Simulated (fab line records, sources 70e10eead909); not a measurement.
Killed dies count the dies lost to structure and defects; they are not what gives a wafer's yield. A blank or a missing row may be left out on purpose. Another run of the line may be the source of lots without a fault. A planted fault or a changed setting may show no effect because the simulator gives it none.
The tool behind it: which one? + flow nand-harc + Sampling: 24 lots, 72 wafers, 6 of 1159 route steps

WHAT EACH GAUGE READ, for each wafer
NHARC_P_GATE_CD_MEAS_11: target cd 1640 nm. Usual: cd-nm 1640.3 nm, standard deviation 1.4.
| lot  | measured    | on        | cd-nm (nm)           | flag |
|------|-------------|-----------|----------------------|------|
| L074 | day 4 00:50 | cd-sem-03 | 1640.1 1639.8 1640.8 |      |
| L075 | day 4 01:01 | cd-sem-01 | 1639.7 1638.8 1640.0 |      |
| L077 | day 4 15:52 | cd-sem-03 | 1637.1 1638.7 1638.5 |      |
| L076 | day 4 15:53 | cd-sem-02 | 1638.9 1637.6 1637.7 |      |
| L078 | day 4 23:47 | cd-sem-03 | 1640.9 1642.0 1641.6 |      |
| L079 | day 5 08:29 | cd-sem-03 | 1640.8 1640.3 1639.6 |      |
| L080 | day 5 16:29 | cd-sem-02 | 1642.0 1641.7 1642.6 |      |
| L081 | day 5 21:13 | cd-sem-02 | 1639.4 1640.6 1639.9 |      |
| L082 | day 6 05:50 | cd-sem-02 | 1643.7 1642.0 1641.0 |      |
| L083 | day 6 10:07 | cd-sem-03 | 1639.7 1639.1 1640.6 |      |
| L084 | day 6 10:17 | cd-sem-03 | 1639.8 1639.3 1640.1 |      |
| L085 | day 7 09:22 | cd-sem-03 | 1640.7 1639.9 1639.9 |      |
| L087 | day 7 09:32 | cd-sem-02 | 1639.6 1639.7 1641.3 |      |
| L086 | day 7 09:42 | cd-sem-01 | 1640.7 1640.9 1640.0 |      |
| L088 | day 7 14:13 | cd-sem-03 | 1638.9 1639.9 1638.1 |      |
| L089 | day 7 14:22 | cd-sem-02 | 1642.8 1642.8 1643.5 |      |
| L090 | day 8 00:08 | cd-sem-01 | 1640.3 1639.9 1640.2 |      |
| L091 | day 8 05:36 | cd-sem-02 | 1638.0 1637.6 1639.9 |      |
| L092 | day 8 11:38 | cd-sem-01 | 1640.0 1640.1 1638.8 |      |
| L093 | day 8 20:37 | cd-sem-03 | 1640.8 1639.2 1639.9 |      |
| L094 | day 9 03:24 | cd-sem-01 | 1641.3 1641.5 1641.0 |      |
| L095 | day 9 11:13 | cd-sem-02 | 1642.4 1643.5 1640.5 |      |
| L096 | day 9 15:43 | cd-sem-01 | 1639.6 1641.3 1640.1 |      |
| L097 | day 9 23:05 | cd-sem-02 | 1641.0 1640.0 1640.2 |      |

NHARC_P_M2_OVL_MEAS_10: pitch 340 nm. Usual: overlay-x-nm 0.0 nm, standard deviation 0.77; overlay-y-nm -0.1 nm, standard deviation 0.84.
| lot  | measured     | on         | overlay-x-nm (nm) | overlay-y-nm (nm) | flag |
|------|--------------|------------|-------------------|-------------------|------|
| L074 | day 6 09:37  | overlay-01 | 0.7 0.7 1.0       | -0.3 0.1 -0.4     |      |
| L075 | day 6 09:09  | overlay-01 | -0.6 -1.1 -0.1    | -0.4 -0.2 -0.5    |      |
| L077 | day 6 22:28  | overlay-02 | -0.7 -0.3 0.1     | -0.6 -0.8 -0.7    |      |
| L076 | day 6 22:07  | overlay-02 | -0.2 0.3 0.3      | -0.7 -0.4 -0.9    |      |
| L078 | day 7 01:07  | overlay-01 | -0.5 -0.5 -0.7    | -1.0 -0.9 -1.1    |      |
| L079 | day 7 08:38  | overlay-01 | -0.5 -0.8 -0.6    | 0.4 0.5 0.0       |      |
| L080 | day 7 21:19  | overlay-01 | -0.7 0.0 -0.4     | 1.6 1.6 1.2       |      |
| L081 | day 7 22:11  | overlay-02 | -0.3 -1.1 -0.5    | 1.2 0.7 0.8       |      |
| L082 | day 8 06:33  | overlay-02 | 0.5 0.6 0.1       | -0.1 0.3 0.3      |      |
| L083 | day 8 09:06  | overlay-02 | 0.5 1.2 1.2       | 0.7 0.7 0.5       |      |
| L084 | day 8 10:14  | overlay-02 | 0.4 1.0 1.6       | -1.2 -1.6 -1.0    |      |
| L085 | day 9 10:50  | overlay-02 | -1.2 -1.1 -1.4    | 0.3 0.5 0.1       |      |
| L087 | day 9 10:30  | overlay-01 | 0.0 -0.2 0.8      | -0.2 -0.3 -0.6    |      |
| L086 | day 9 11:36  | overlay-02 | 0.3 0.0 -0.2      | 0.9 0.1 -0.1      |      |
| L088 | day 9 21:28  | overlay-02 | -0.5 -0.1 0.2     | -1.8 -1.6 -1.4    |      |
| L089 | day 9 20:38  | overlay-01 | -0.9 -0.7 -0.5    | -1.3 -0.4 -1.7    |      |
| L090 | day 10 05:23 | overlay-01 | 0.4 0.3 0.3       | -0.4 -0.2 -0.2    |      |
| L091 | day 10 09:37 | overlay-02 | 1.1 0.9 0.6       | -1.1 -0.8 -1.2    |      |
| L092 | day 10 16:36 | overlay-01 | -0.8 -0.3 0.0     | -0.1 -0.5 -0.3    |      |
| L093 | day 11 01:37 | overlay-01 | -0.4 -0.3 -0.4    | -1.3 -1.0 -0.9    |      |
| L094 | day 11 06:59 | overlay-02 | 0.8 0.2 -0.4      | 0.8 1.0 0.5       |      |
| L095 | day 11 13:36 | overlay-01 | 2.0 1.8 1.8       | 0.6 0.7 0.7       |      |
| L096 | day 11 14:49 | overlay-01 | 0.6 0.6 1.1       | 1.0 0.6 0.4       |      |
| L097 | day 11 23:24 | overlay-02 | -1.1 -0.8 -1.2    | 0.6 0.7 1.1       |      |

WHICH TOOL RAN EACH LOT (tool, then ch and the chambers of the sampled wafers, then the start)
| lot  | NHARC_P_GATE_STRIP_101             | NHARC_P_CONTACT_CMP_24        | NHARC_P_M0_CMP_23             | NHARC_P_M1_PVD_20                       |
|------|------------------------------------|-------------------------------|-------------------------------|-----------------------------------------|
| L074 | rie-diel-07 ch 1,3, day 5 01:33    | cmp-02 ch 0,2,3, day 5 23:57  | cmp-01 ch 1,2,3, day 6 03:36  | pvd-sputter-03, day 6 09:37 or earlier  |
| L075 | rie-diel-02 ch 1,2,3, day 5 01:38  | cmp-04 ch 0,2, day 5 23:28    | cmp-04 ch 0,3, day 6 03:10    | pvd-sputter-02, day 6 09:09 or earlier  |
| L077 | rie-diel-02 ch 0,2,3, day 5 20:13  | cmp-04 ch 2,3, day 6 12:36    | cmp-01 ch 1,2,3, day 6 16:31  | pvd-sputter-02, day 6 22:28 or earlier  |
| L076 | rie-diel-02 ch 2,3, day 5 20:48    | cmp-02 ch 2,3, day 6 12:40    | cmp-04 ch 1,2,3, day 6 16:12  | pvd-sputter-03, day 6 22:07 or earlier  |
| L078 | rie-diel-07 ch 0,1,2, day 6 03:44  | cmp-03 ch 1,2,3, day 6 15:42  | cmp-04 ch 0,1,2, day 6 19:08  | pvd-sputter-01, day 7 01:07 or earlier  |
| L079 | rie-diel-01 ch 1,3, day 6 09:38    | cmp-02 ch 0,2, day 6 22:58    | cmp-01 ch 0,3, day 7 02:28    | pvd-sputter-02, day 7 08:38 or earlier  |
| L080 | rie-diel-07 ch 2,3, day 6 20:16    | cmp-04 ch 0,1,2, day 7 11:53  | cmp-01 ch 1,2,3, day 7 15:22  | pvd-sputter-02, day 7 21:19 or earlier  |
| L081 | rie-diel-02 ch 0,2,3, day 6 23:47  | cmp-02 ch 0,1,2, day 7 12:23  | cmp-01 ch 0,1,2, day 7 15:59  | pvd-sputter-03, day 7 22:11 or earlier  |
| L082 | rie-diel-07 ch 0,2, day 7 06:59    | cmp-04 ch 1,2, day 7 20:39    | cmp-03 ch 0,2,3, day 8 00:08  | pvd-sputter-03, day 8 06:33 or earlier  |
| L083 | rie-diel-01 ch 0,2,3, day 7 11:29  | cmp-02 ch 0,1,3, day 7 23:30  | cmp-04 ch 0,1,3, day 8 02:59  | pvd-sputter-03, day 8 09:06 or earlier  |
| L084 | rie-diel-01 ch 0,3, day 7 12:06    | cmp-02 ch 0,2,3, day 8 00:52  | cmp-01 ch 0,1,2, day 8 04:15  | pvd-sputter-01, day 8 10:14 or earlier  |
| L085 | rie-diel-02 ch 0,3, day 8 11:27    | cmp-02 ch 0,1, day 9 00:37    | cmp-01 ch 0,1,3, day 9 04:07  | pvd-sputter-03, day 9 10:50 or earlier  |
| L087 | rie-diel-02 ch 0,2,3, day 8 11:16  | cmp-04 ch 0,1,2, day 8 23:22  | cmp-04 ch 0,2,3, day 9 02:44  | pvd-sputter-01, day 9 10:30 or earlier  |
| L086 | rie-diel-01 ch 1,2,3, day 8 11:33  | cmp-04 ch 0,1,3, day 9 01:11  | cmp-03 ch 1,2,3, day 9 05:00  | pvd-sputter-03, day 9 11:36 or earlier  |
| L088 | rie-diel-01 ch 0,1,2, day 8 17:42  | cmp-02 ch 0,2,3, day 9 10:20  | cmp-03 ch 0,1,2, day 9 14:10  | pvd-sputter-02, day 9 21:28 or earlier  |
| L089 | rie-diel-07 ch 0,3, day 8 18:25    | cmp-03 ch 0,1,2, day 9 09:49  | cmp-03 ch 0,3, day 9 13:20    | pvd-sputter-01, day 9 20:38 or earlier  |
| L090 | rie-diel-01 ch 0,1,2, day 9 05:20  | cmp-04 ch 0,2,3, day 9 19:29  | cmp-03 ch 0,1,2, day 9 23:03  | pvd-sputter-03, day 10 05:23 or earlier |
| L091 | rie-diel-01 ch 0,1,2, day 9 10:14  | cmp-02 ch 0,1,3, day 9 23:44  | cmp-04 ch 0,1,3, day 10 03:17 | pvd-sputter-01, day 10 09:37 or earlier |
| L092 | rie-diel-01 ch 0,2, day 9 16:18    | cmp-04 ch 0,1,3, day 10 07:08 | cmp-04 ch 0,1,3, day 10 10:39 | pvd-sputter-01, day 10 16:36 or earlier |
| L093 | rie-diel-01 ch 0,1,3, day 10 00:08 | cmp-04 ch 2,3, day 10 15:50   | cmp-04 ch 0,3, day 10 19:22   | pvd-sputter-02, day 11 01:37 or earlier |
| L094 | rie-diel-01 ch 0,1,2, day 10 04:55 | cmp-02 ch 0,2, day 10 20:43   | cmp-01 ch 0,1,2, day 11 00:17 | pvd-sputter-01, day 11 06:59 or earlier |
| L095 | rie-diel-01 ch 0,1,3, day 10 12:28 | cmp-03 ch 1,2,3, day 11 03:53 | cmp-01 ch 0,1,2, day 11 07:26 | pvd-sputter-01, day 11 13:36 or earlier |
| L096 | rie-diel-01 ch 1,2,3, day 10 16:33 | cmp-04 ch 0,1,2, day 11 04:52 | cmp-03 ch 0,1,3, day 11 08:40 | pvd-sputter-02, day 11 14:49 or earlier |
| L097 | rie-diel-07 ch 1,2, day 10 23:56   | cmp-03 ch 0,2, day 11 13:53   | cmp-01 ch 0,1,3, day 11 17:25 | pvd-sputter-01, day 11 23:24 or earlier |
- NHARC_P_GATE_STRIP_101: strips in O2, time 20 s.
- NHARC_P_CONTACT_CMP_24: polishes, t overpolish 30 s, target thk 200 nm.
- NHARC_P_M0_CMP_23: polishes, t overpolish 20 s, target thk 117.53 nm.
- NHARC_P_M1_PVD_20: deposits TaN, target thk 5 nm, time 8.06 s.

AS READ BY THE TOOLS THEMSELVES (means over the sampled wafers that have a number; for cases with no such wafer, the mark the record gives instead)
NHARC_P_GATE_STRIP_101. Usual: drypump-motor-current-A 5.77 A, standard deviation 0.27; oes-product-au 1.002 a.u., standard deviation 0.007; rf-vpp-V 57.9 V, standard deviation 0.9; showerhead-plenum-p-Torr 3.57 Torr, standard deviation 0.15; throttle-valve-pct 17.037 %, standard deviation 0.0084.
| lot  | tool        | drypump-motor-current-A (A) | oes-product-au (a.u.) | rf-vpp-V (V) | showerhead-plenum-p-Torr (Torr) | throttle-valve-pct (%) | flag |
|------|-------------|-----------------------------|-----------------------|--------------|---------------------------------|------------------------|------|
| L074 | rie-diel-07 | 5.52                        | 1.004                 | 57.9         | 3.57                            | 17.030                 |      |
| L075 | rie-diel-02 | 5.60                        | 1.005                 | 57.3         | 3.44                            | 17.039                 |      |
| L077 | rie-diel-02 | 5.71                        | 1.002                 | 58.3         | 3.46                            | 17.037                 |      |
| L076 | rie-diel-02 | 5.47                        | 1.001                 | 57.3         | 3.40                            | 17.041                 |      |
| L078 | rie-diel-07 | 5.67                        | 1.009                 | 57.3         | 3.64                            | 17.032                 |      |
| L079 | rie-diel-01 | 5.77                        | 0.999                 | 58.0         | 3.56                            | 17.036                 |      |
| L080 | rie-diel-07 | 5.54                        | 1.008                 | 58.4         | 3.59                            | 17.038                 |      |
| L081 | rie-diel-02 | 5.71                        | 0.997                 | 57.6         | 3.45                            | 17.041                 |      |
| L082 | rie-diel-07 | 5.68                        | 1.001                 | 58.0         | 3.67                            | 17.037                 |      |
| L083 | rie-diel-01 | 5.87                        | 1.004                 | 58.0         | 3.54                            | 17.026                 |      |
| L084 | rie-diel-01 | 5.85                        | 1.003                 | 58.2         | 3.40                            | 17.036                 |      |
| L085 | rie-diel-02 | 5.94                        | 0.993                 | 57.6         | 3.50                            | 17.040                 |      |
| L087 | rie-diel-02 | 5.71                        | 0.993                 | 57.7         | 3.63                            | 17.031                 |      |
| L086 | rie-diel-01 | 5.79                        | 0.993                 | 57.6         | 3.56                            | 17.034                 |      |
| L088 | rie-diel-01 | 5.93                        | 1.003                 | 57.9         | 3.67                            | 17.042                 |      |
| L089 | rie-diel-07 | 5.55                        | 1.004                 | 57.7         | 3.59                            | 17.042                 |      |
| L090 | rie-diel-01 | 5.95                        | 1.006                 | 58.9         | 3.67                            | 17.036                 |      |
| L091 | rie-diel-01 | 5.95                        | 1.006                 | 58.1         | 3.67                            | 17.028                 |      |
| L092 | rie-diel-01 | 5.85                        | 0.997                 | 58.6         | 3.67                            | 17.036                 |      |
| L093 | rie-diel-01 | 5.92                        | 1.011                 | 57.7         | 3.53                            | 17.033                 |      |
| L094 | rie-diel-01 | 5.90                        | 1.000                 | 58.8         | 3.67                            | 17.036                 |      |
| L095 | rie-diel-01 | 5.93                        | 1.000                 | 56.9         | 3.53                            | 17.042                 |      |
| L096 | rie-diel-01 | 5.73                        | 0.998                 | 57.9         | 3.56                            | 17.042                 |      |
| L097 | rie-diel-07 | 5.62                        | 0.996                 | 57.4         | 3.59                            | 17.050                 |      |

NHARC_P_CONTACT_CMP_24. Usual: motor-current-A 12.2 A, standard deviation 1.2; overpolish-run-s 30.000 s, standard deviation 0.01; time-to-endpoint-s 40.3 s, standard deviation 2.1.
| lot  | tool   | motor-current-A (A) | overpolish-run-s (s) | time-to-endpoint-s (s) | flag |
|------|--------|---------------------|----------------------|------------------------|------|
| L074 | cmp-02 | 12.9                | 30.005               | 39.5                   |      |
| L075 | cmp-04 | 11.6                | 30.005               | 40.2                   |      |
| L077 | cmp-04 | 12.4                | 30.008               | 38.9                   |      |
| L076 | cmp-02 | 11.6                | 30.003               | 40.1                   |      |
| L078 | cmp-03 | 13.0                | 29.995               | 38.6                   |      |
| L079 | cmp-02 | 11.0                | 30.000               | 38.4                   |      |
| L080 | cmp-04 | 11.5                | 30.004               | 40.8                   |      |
| L081 | cmp-02 | 11.7                | 30.005               | 37.9                   |      |
| L082 | cmp-04 | 11.6                | 30.003               | 39.5                   |      |
| L083 | cmp-02 | 13.2                | 29.988               | 37.8                   |      |
| L084 | cmp-02 | 12.4                | 29.990               | 41.5                   |      |
| L085 | cmp-02 | 12.4                | 30.000               | 41.6                   |      |
| L087 | cmp-04 | 11.6                | 29.994               | 38.6                   |      |
| L086 | cmp-04 | 11.9                | 30.001               | 39.1                   |      |
| L088 | cmp-02 | 12.6                | 30.005               | 39.9                   |      |
| L089 | cmp-03 | 11.9                | 29.999               | 42.3                   |      |
| L090 | cmp-04 | 12.0                | 30.006               | 40.1                   |      |
| L091 | cmp-02 | 12.9                | 30.006               | 40.8                   |      |
| L092 | cmp-04 | 12.1                | 29.999               | 43.4                   |      |
| L093 | cmp-04 | 11.7                | 29.995               | 43.6                   |      |
| L094 | cmp-02 | 11.8                | 29.986               | 40.4                   |      |
| L095 | cmp-03 | 13.4                | 29.997               | 42.3                   |      |
| L096 | cmp-04 | 11.7                | 29.990               | 38.6                   |      |
| L097 | cmp-03 | 12.5                | 29.992               | 42.4                   |      |

NHARC_P_M0_CMP_23. Usual: motor-current-A 12.1 A, standard deviation 1; time-to-endpoint-s 28.7 s, standard deviation 2.
| lot  | tool   | motor-current-A (A) | time-to-endpoint-s (s) | flag |
|------|--------|---------------------|------------------------|------|
| L074 | cmp-01 | 11.6                | 26.0                   |      |
| L075 | cmp-04 | 12.6                | 28.2                   |      |
| L077 | cmp-01 | 11.6                | 30.3                   |      |
| L076 | cmp-04 | 12.2                | 29.0                   |      |
| L078 | cmp-04 | 11.6                | 28.0                   |      |
| L079 | cmp-01 | 11.8                | 23.9                   |      |
| L080 | cmp-01 | 11.6                | 28.2                   |      |
| L081 | cmp-01 | 12.4                | 28.1                   |      |
| L082 | cmp-03 | 12.0                | 27.8                   |      |
| L083 | cmp-04 | 12.0                | 29.2                   |      |
| L084 | cmp-01 | 12.3                | 29.0                   |      |
| L085 | cmp-01 | 12.1                | 31.0                   |      |
| L087 | cmp-04 | 12.4                | 29.0                   |      |
| L086 | cmp-03 | 13.0                | 29.2                   |      |
| L088 | cmp-03 | 12.5                | 30.6                   |      |
| L089 | cmp-03 | 10.8                | 28.0                   |      |
| L090 | cmp-03 | 12.4                | 27.9                   |      |
| L091 | cmp-04 | 12.3                | 28.8                   |      |
| L092 | cmp-04 | 12.3                | 29.0                   |      |
| L093 | cmp-04 | 12.4                | 26.2                   |      |
| L094 | cmp-01 | 12.1                | 27.3                   |      |
| L095 | cmp-01 | 12.2                | 28.3                   |      |
| L096 | cmp-03 | 12.3                | 30.2                   |      |
| L097 | cmp-01 | 12.1                | 30.9                   |      |

NHARC_P_M1_PVD_20. Usual: throttle-valve-pct 30.6 %, standard deviation 0.73.
| lot  | tool           | throttle-valve-pct (%) | flag |
|------|----------------|------------------------|------|
| L074 | pvd-sputter-03 | 30.4                   |      |
| L075 | pvd-sputter-02 | 30.8                   |      |
| L077 | pvd-sputter-02 | 29.5                   |      |
| L076 | pvd-sputter-03 | 31.0                   |      |
| L078 | pvd-sputter-01 | 30.3                   |      |
| L079 | pvd-sputter-02 | 30.1                   |      |
| L080 | pvd-sputter-02 | 30.9                   |      |
| L081 | pvd-sputter-03 | 30.3                   |      |
| L082 | pvd-sputter-03 | 30.9                   |      |
| L083 | pvd-sputter-03 | 30.0                   |      |
| L084 | pvd-sputter-01 | 30.5                   |      |
| L085 | pvd-sputter-03 | 30.6                   |      |
| L087 | pvd-sputter-01 | 30.6                   |      |
| L086 | pvd-sputter-03 | 30.6                   |      |
| L088 | pvd-sputter-02 | 30.8                   |      |
| L089 | pvd-sputter-01 | 30.1                   |      |
| L090 | pvd-sputter-03 | 30.8                   |      |
| L091 | pvd-sputter-01 | 30.7                   |      |
| L092 | pvd-sputter-01 | 30.5                   |      |
| L093 | pvd-sputter-02 | 30.8                   |      |
| L094 | pvd-sputter-01 | 30.6                   |      |
| L095 | pvd-sputter-01 | 30.7                   |      |
| L096 | pvd-sputter-02 | 30.8                   |      |
| L097 | pvd-sputter-01 | 30.6                   |      |

THE ANSWER, worked out from the rows above alone
Rule: a lot is off if the mean of its wafers that have a number lies more than 3 standard deviations from the usual mean. A lot without any number at a reading at which 4 lots or more have one is off too. All remaining lots with rows at the step are treated as sound. First the gauges in route order, then the tools' own readings, where a lot's mean is used as printed above. At the first step where some lot is off, the reading lying furthest off is the one used; lots without a number count as furthest.
Across all readings shown, no lot is off: no conclusion can be drawn from this.

WHAT THE SIMULATOR HAD INSERTED
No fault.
